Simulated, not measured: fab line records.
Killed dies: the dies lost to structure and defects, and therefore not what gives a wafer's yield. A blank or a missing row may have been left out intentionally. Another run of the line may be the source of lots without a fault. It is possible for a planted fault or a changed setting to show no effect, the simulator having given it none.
The tool behind it: which one? | flow n5 finfet | 8 lots with 21 wafers sampled at 4 steps, on a route of 1938 steps

== WHAT THE GAUGES READ, wafer by wafer ==
N5_BEOL_M14_CD_MEAS_28: target cd 284.4 nm.
lot  | measured     | on        | cd nm (nm)
L751 | day 12 15:23 | cd sem-02 | 281.6 282.3
L755 | day 13 02:01 | cd sem-01 | 285.5 283.5 284.6
L753 | day 13 09:17 | cd sem-01 | 285.9 283.1
L756 | day 14 10:17 | cd sem-02 | 282.4 285.8 283.4
L759 | day 15 03:11 | cd sem-02 | 285.9 286.4 283.3
L761 | day 15 17:19 | cd sem-01 | 285.3 282.2 282.3
L763 | day 16 04:40 | cd sem-01 | 302.1 283.6
L772 | day 19 07:28 | cd sem-02 | 282.6 283.6 283.5

== WHICH TOOL RAN EACH LOT (tool, then ch and the chambers of the sampled wafers, then the start) ==
lot  | N5_BEOL_M13_CMP_49            | N5_BEOL_M13_DEP_53              | N5_BEOL_M14_EXPOSE_25
L751 | cmp-03 ch 2, day 12 13:26     | pecvd-02 ch 1, day 12 13:44     | krf scanner-01 ch 0, day 12 15:14
L755 | cmp-01 ch 0,1,3, day 13 00:05 | pecvd-02 ch 0,1,2, day 13 00:20 | krf scanner-01 ch 0, day 13 01:50
L753 | cmp-01 ch 2, day 13 07:28     | pecvd-03 ch 0,2, day 13 07:49   | krf scanner-01 ch 0, day 13 09:08
L756 | cmp-04 ch 2,3, day 14 08:18   | pecvd-04 ch 0,1, day 14 08:39   | krf scanner-01 ch 0, day 14 10:07
L759 | cmp-04 ch 0,2,3, day 15 01:21 | pecvd-04 ch 0,1,2, day 15 01:35 | krf scanner-01 ch 0, day 15 03:01
L761 | cmp-01 ch 1,2,3, day 15 15:23 | pecvd-04 ch 0,1,2, day 15 15:44 | krf scanner-01 ch 0, day 15 17:08
L763 | cmp-01 ch 2,3, day 16 02:50   | pecvd-04 ch 0,2, day 16 03:09   | krf scanner-01 ch 0, day 16 04:30
L772 | cmp-03 ch 0,3, day 19 04:57   | pecvd-02 ch 0,2, day 19 05:16   | krf scanner-02 ch 0, day 19 07:18
- N5_BEOL_M13_CMP_49: polishes, stops on SiOC, t overpolish 17.1 s, target thk 420 nm.
- N5_BEOL_M13_DEP_53: deposits SiCN from 3MS/NH3, target thk 50 nm, time 17.8 s.
- N5_BEOL_M14_EXPOSE_25: exposes mask M14, target cd 280 nm.

== THE ANSWER, worked out from the rows above alone ==
Rule: the lots themselves supply what counts as usual. The widest of any qualifying gaps counts: lots, ordered by their means at a reading, are off when they make up no more than a third of the lots, leave a main group of 4 or more, and stand apart from it by 3 or more times the standard deviation of that group's means. If all means in a main group match to the digits the tables above print for the reading, that group is not used. A lot without any number at a reading at which 4 lots or more have one is off too. Any other lot the step has rows for is counted as sound.
Off: L763, at N5_BEOL_M14_CD_MEAS_28 (cd nm). Mean 283.8 nm and standard deviation 1 in the main group.
A tool fits if, at a process step before that reading, it ran every lot that is off, and no sound lot after the first of them. Gauges at N5_BEOL_M14_CD_MEAS_28: tried the same way as those tools. Can't be told from this: 4 tools fit, cmp-01 at N5_BEOL_M13_CMP_49, pecvd-04 at N5_BEOL_M13_DEP_53, krf scanner-01 at N5_BEOL_M14_EXPOSE_25, cd sem-01 at N5_BEOL_M14_CD_MEAS_28.

== WHAT THE SIMULATOR PUT IN ==
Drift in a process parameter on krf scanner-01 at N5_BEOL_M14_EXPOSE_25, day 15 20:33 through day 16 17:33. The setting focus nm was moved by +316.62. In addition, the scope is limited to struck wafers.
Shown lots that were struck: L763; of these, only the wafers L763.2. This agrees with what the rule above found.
